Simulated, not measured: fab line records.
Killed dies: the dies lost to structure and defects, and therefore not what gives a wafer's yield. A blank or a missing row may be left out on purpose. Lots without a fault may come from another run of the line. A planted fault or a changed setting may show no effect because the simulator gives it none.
The tool behind it: which one?	flow n5Finfet	Sampling: 8 lots, 24 wafers, 8 of 1938 route steps

WHAT THE GAUGES READ, wafer by wafer
N5_DUMMY_GATE_CD_MEAS_24: target cd 15 nm. Usual: cdNm 15.00 nm, standard deviation 0.28.
lot	measured	on	cdNm (nm)	flag
L107	day 2 23:19	cdSem-02	14.54 14.68 14.85	
L108	day 3 04:19	cdSem-02	14.92 14.99 15.10	
L109	day 3 10:43	cdSem-02	15.29 15.02 15.02	
L111	day 3 23:56	cdSem-02	14.94 15.21 14.96	
L117	day 5 12:59	cdSem-03	14.88 14.84 15.25	
L118	day 5 19:59	cdSem-01	14.68 15.05 15.17	
L123	day 6 23:11	cdSem-03	15.39 15.16 15.50	
L124	day 7 05:55	cdSem-02	14.92 14.68 15.01	

N5_SD_EPI_N_INSPECT_26: inspects for defects (darkfield). Usual: rawDefectCount 187, standard deviation 41.
lot	measured	on	rawDefectCount	flag
L107	day 3 05:25	defectInspect-02	191 260 205	
L108	day 3 15:56	defectInspect-02	102 150 174	
L109	day 3 16:48	defectInspect-01	211 211 199	
L111	day 4 06:00	defectInspect-02	164 180 149	
L117	day 5 19:07	defectInspect-02	142 163 190	
L118	day 6 01:52	defectInspect-02	185 203 238	
L123	day 7 04:28	defectInspect-02	1039 1052 1025	OFF
L124	day 7 11:14	defectInspect-02	974 1007 991	OFF

N5_SD_EPI_P_INSPECT_11: inspects for defects (macro). Usual: rawDefectCount 2.1, standard deviation 1.5.
lot	measured	on	rawDefectCount	flag
L107	day 3 05:52	defectInspect-01	1 3 4	
L108	day 3 16:16	defectInspect-02	4 1 3	
L109	day 3 17:16	defectInspect-01	2 2 0	
L111	day 4 06:28	defectInspect-02	3 3 1	
L117	day 5 19:26	defectInspect-02	2 1 5	
L118	day 6 02:19	defectInspect-02	0 0 1	
L123	day 7 04:48	defectInspect-01	>300 >300 >300	OFF
L124	day 7 11:41	defectInspect-01	>300 >300 >300	OFF

N5_SD_EPI_P_INSPECT_26: inspects for defects (darkfield). Usual: rawDefectCount 159, standard deviation 33.
lot	measured	on	rawDefectCount	flag
L107	day 3 10:34	defectInspect-01	216 236 177	
L108	day 3 20:08	defectInspect-02	91 106 142	
L109	day 3 22:03	defectInspect-02	165 183 172	
L111	day 4 10:14	defectInspect-01	151 185 114	
L117	day 5 23:12	defectInspect-02	105 154 112	
L118	day 6 06:05	defectInspect-01	135 153 161	
L123	day 7 08:34	defectInspect-01	1041 1001 980	OFF
L124	day 7 15:26	defectInspect-01	953 938 966	OFF

N5_BEOL_M4_RC_MEAS_101. Usual: DIBL_N 36.3 mV/V, standard deviation 1.1; DIBL_P 36.3 mV/V, standard deviation 1.4; IOFF_N 0.155 nA/um, standard deviation 0.019; IOFF_P 0.211 nA/um, standard deviation 0.027; ION_N 672 uA/um, standard deviation 8.5; ION_P 462 uA/um, standard deviation 5.8; SS_N 71.5 mV/dec, standard deviation 0.56; SS_P 73.3 mV/dec, standard deviation 0.52; VT_N 249.9 mV, standard deviation 2.5; VT_P -249.8 mV, standard deviation 2.8.
lot	measured	on	DIBL_N (mV/V)	DIBL_P (mV/V)	IOFF_N (nA/um)	IOFF_P (nA/um)	ION_N (uA/um)	ION_P (uA/um)	SS_N (mV/dec)	SS_P (mV/dec)	VT_N (mV)	VT_P (mV)	flag
L107	day 9 04:07	prober-01	39.0 36.3 36.8	37.5 36.0 35.1	0.173 0.139 0.135	0.234 0.203 0.192	668 675 670	458 463 453	72.5 70.9 72.2	74.6 73.4 73.6	250.1 250.3 253.8	-247.6 -250.4 -255.3	
L108	day 9 18:11	prober-01	37.5 37.8 35.0	38.2 39.5 35.7	0.185 0.200 0.143	0.238 0.248 0.190	676 675 670	460 459 463	71.3 73.1 71.3	74.3 74.2 73.0	247.9 245.3 250.0	-248.6 -248.1 -251.1	
L109	day 10 12:52	prober-01	35.6 34.9 35.7	36.9 35.4 35.9	0.152 0.134 0.153	0.178 0.170 0.178	669 670 671	451 456 455	71.1 71.3 72.0	73.6 73.3 73.3	248.7 249.2 251.5	-253.7 -252.4 -253.4	
L111	day 10 22:22	prober-01	37.2 36.5 35.9	37.1 36.6 35.2	0.172 0.161 0.140	0.244 0.243 0.227	676 672 669	472 467 469	71.9 71.8 71.0	73.9 73.0 72.7	248.4 247.0 252.1	-244.4 -247.3 -248.4	
L117	day 14 10:34	prober-02	36.8 37.9 37.7	35.7 37.1 37.4	0.137 0.163 0.156	0.201 0.222 0.216	677 675 672	467 468 461	70.4 71.6 71.7	72.5 73.2 74.0	250.5 249.0 248.3	-250.7 -246.1 -251.8	
L118	day 14 12:06	prober-01	37.2 38.5 36.4	36.9 38.1 36.1	0.151 0.178 0.139	0.183 0.206 0.181	670 664 658	455 452 447	71.2 72.3 71.2	73.8 73.0 73.0	251.3 250.4 253.2	-253.2 -249.8 -252.0	
L123	day 15 15:35	prober-01	35.4 35.7 34.8	36.2 37.6 35.6	0.143 0.146 0.134	0.196 0.219 0.186	665 669 658	461 463 454	71.9 71.4 72.3	73.2 73.5 73.0	253.8 252.3 252.1	-252.5 -248.9 -251.9	
L124	day 16 16:17	prober-01	36.3 36.7 35.7	36.6 36.6 35.8	0.168 0.178 0.158	0.226 0.231 0.221	687 688 690	470 471 471	71.9 71.6 71.9	73.7 74.1 73.8	247.1 243.7 247.6	-248.9 -246.9 -246.9	

EACH LOT AND THE TOOL THAT RAN IT (in order: tool; ch and the chambers of the sampled wafers; start)
lot	N5_SD_EPI_N_ETCH_45	N5_SD_EPI_N_STRIP_38	N5_SD_EPI_N_LINER_46
L107	rieDiel-02 ch 0,1,3, day 3 01:15	plasmaAsher-02 ch 0,1, day 3 01:31	aldSin-02 ch 0,2, day 3 05:10
L108	rieDiel-05 ch 0,3, day 3 06:44	plasmaAsher-02 ch 0,1, day 3 07:00	aldSin-04 ch 0,2,3, day 3 15:41
L109	rieDiel-05 ch 0,2,3, day 3 12:28	plasmaAsher-02 ch 0,1, day 3 12:46	aldSin-04 ch 2,3, day 3 16:33
L111	rieDiel-02 ch 0,1,3, day 4 01:49	plasmaAsher-01 ch 0,1, day 4 02:07	aldSin-02 ch 2,3, day 4 05:45
L117	rieDiel-04 ch 0,1,3, day 5 14:56	plasmaAsher-01 ch 0,1, day 5 15:14	aldSin-04 ch 0,3, day 5 18:52
L118	rieDiel-02 ch 0,2,3, day 5 21:58	plasmaAsher-01 ch 0,1, day 5 22:14	aldSin-01 ch 0,2, day 6 01:37
L123	rieDiel-04 ch 0,3, day 7 01:01	plasmaAsher-01 ch 0,1, day 7 01:18	aldSin-04 ch 1,2,3, day 7 04:13
L124	rieDiel-04 ch 0,2,3, day 7 07:46	plasmaAsher-01 ch 0,1, day 7 08:02	aldSin-02 ch 0,2,3, day 7 10:58
- N5_SD_EPI_N_ETCH_45: etches SiOCN in CH3F/O2, target depth 6 nm.
- N5_SD_EPI_N_STRIP_38: strips in N2/H2.
- N5_SD_EPI_N_LINER_46: material SiNx, target thk 3 nm.

WHAT THE TOOLS THEMSELVES READ (means of the sampled wafers that have a number; where no wafer has one, the mark that the record gives instead)
N5_SD_EPI_N_ETCH_45. Usual: drypumpMotorCurrentA 5.8 A, standard deviation 0.42; oesProductAu 0.76 a.u., standard deviation 0.082; rfVppV 127.6 V, standard deviation 1; showerheadPlenumPTorr 2.01 Torr, standard deviation 0.077; throttleValvePct 23.41 %, standard deviation 0.14.
lot	tool	drypumpMotorCurrentA (A)	oesProductAu (a.u.)	rfVppV (V)	showerheadPlenumPTorr (Torr)	throttleValvePct (%)	flag
L107	rieDiel-02	5.6	0.78	128.0	1.98	23.31	
L108	rieDiel-05	6.5	0.72	128.3	2.07	23.42	
L109	rieDiel-05	6.2	0.72	128.0	2.07	23.52	
L111	rieDiel-02	5.7	0.77	126.5	1.97	23.31	
L117	rieDiel-04	5.6	0.79	126.6	1.96	23.42	
L118	rieDiel-02	5.6	0.78	127.3	1.98	23.38	
L123	rieDiel-04	5.4	0.70	127.8	1.99	23.41	
L124	rieDiel-04	5.5	0.70	127.4	1.97	23.42	

N5_SD_EPI_N_STRIP_38. Usual: drypumpMotorCurrentA 5.9 A, standard deviation 0.58; heaterPowerW 308 W, standard deviation 17; oesProductAu 0.762 a.u., standard deviation 0.011.
lot	tool	drypumpMotorCurrentA (A)	heaterPowerW (W)	oesProductAu (a.u.)	flag
L107	plasmaAsher-02	6.1	326	0.763	
L108	plasmaAsher-02	5.6	320	0.754	
L109	plasmaAsher-02	6.1	327	0.761	
L111	plasmaAsher-01	6.0	291	0.770	
L117	plasmaAsher-01	6.0	288	0.766	
L118	plasmaAsher-01	6.0	293	0.757	
L123	plasmaAsher-01	6.0	291	0.758	
L124	plasmaAsher-01	6.1	292	0.766	

N5_SD_EPI_N_LINER_46. Usual: heaterPowerW 829 W, standard deviation 76.
lot	tool	heaterPowerW (W)	flag
L107	aldSin-02	795	
L108	aldSin-04	879	
L109	aldSin-04	896	
L111	aldSin-02	783	
L117	aldSin-04	933	
L118	aldSin-01	800	
L123	aldSin-04	847	
L124	aldSin-02	782	

THE ANSWER, worked out from the rows above alone
Rule: a lot is off if the mean of its wafers that have a number lies more than 3 standard deviations from the usual mean. Also off: a lot with no number at a reading for which 4 or more lots have one. Any other lot the step has rows for is counted as sound. After the gauges, taken in route order, come the tools' own readings; for these a lot's mean is taken, as printed above. The first step at which some lot is off is used, and at that step the reading that is off furthest; a lot without a number counts as furthest.
Off at N5_SD_EPI_N_INSPECT_26 (rawDefectCount): L123, L124.
If a tool, at a process step before that reading, ran all the lots that are off and no sound lot after the first of them, it fits. The gauges at N5_SD_EPI_N_INSPECT_26 aren't tried: what is off there is off at N5_SD_EPI_P_INSPECT_11 too, on other tools, and a gauge's error can't cause that. 2 tools fit, rieDiel-04 at N5_SD_EPI_N_ETCH_45 and plasmaAsher-01 at N5_SD_EPI_N_STRIP_38, so this cannot tell which one it is.

WHAT HAD BEEN PUT IN BY THE SIMULATOR
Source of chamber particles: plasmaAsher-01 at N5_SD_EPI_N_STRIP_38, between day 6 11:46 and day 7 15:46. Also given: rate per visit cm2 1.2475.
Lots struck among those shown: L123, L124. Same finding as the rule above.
